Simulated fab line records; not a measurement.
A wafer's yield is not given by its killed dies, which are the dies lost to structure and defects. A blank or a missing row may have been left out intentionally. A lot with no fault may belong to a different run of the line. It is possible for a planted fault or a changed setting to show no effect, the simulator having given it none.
Chamber matching / flow nandHarc / NHARC_A_STAIRCASE_ETCHBACK_157 on rieDiel-05: 4 sister chambers
The step etches the open film in CH3F/O2, target depth 90 nm, time 167.14 s. 4 wafers are shown with their chamber, then 7 later ones without.

== WAFERS PAIRED WITH THEIR CHAMBERS ==
wafer=L086.2; chamber=0; showerheadPlenumPTorr (Torr)=2.48
wafer=L089.4; chamber=1; showerheadPlenumPTorr (Torr)=2.59
wafer=L092.1; chamber=2; showerheadPlenumPTorr (Torr)=2.48
wafer=L092.2; chamber=3; showerheadPlenumPTorr (Torr)=2.61

== WAFERS WHOSE CHAMBER IS MISSING ==
wafer=L092.5; showerheadPlenumPTorr (Torr)=2.58
wafer=L095.3; showerheadPlenumPTorr (Torr)=2.60
wafer=L095.4; showerheadPlenumPTorr (Torr)=2.47
wafer=L095.5; showerheadPlenumPTorr (Torr)=2.58
wafer=L096.1; showerheadPlenumPTorr (Torr)=2.60
wafer=L096.4; showerheadPlenumPTorr (Torr)=2.58
wafer=L096.5; showerheadPlenumPTorr (Torr)=2.58

== WHICH CHAMBER EACH ONE RAN IN ==
wafer=L092.5; from the rows above=1; in truth=1
wafer=L095.3; from the rows above=can't be placed: 3 or 1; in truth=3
wafer=L095.4; from the rows above=can't be placed: 0 or 2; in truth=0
wafer=L095.5; from the rows above=1; in truth=1
wafer=L096.1; from the rows above=can't be placed: 3 or 1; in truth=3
wafer=L096.4; from the rows above=1; in truth=1
wafer=L096.5; from the rows above=1; in truth=1
Correctly placed: 4 of 7. Not placeable from these rows: 3 (in 3, the candidates include the true chamber). Wrongly placed: 0.
How it was worked out, from the rows above alone: a wafer's distance from a chamber is the root of the sum, over the readings, of the square of ((its reading less the chamber's mean) divided by the reading's scatter). If the next closest chamber is less than 2 further off than the closest, the wafer can't be placed; otherwise it belongs to the closest. A chamber's mean is the mean of its shown wafers. The scatter: with one shown wafer a chamber, the root of the mean of the squares of how far each hidden wafer lies from its nearest shown one.
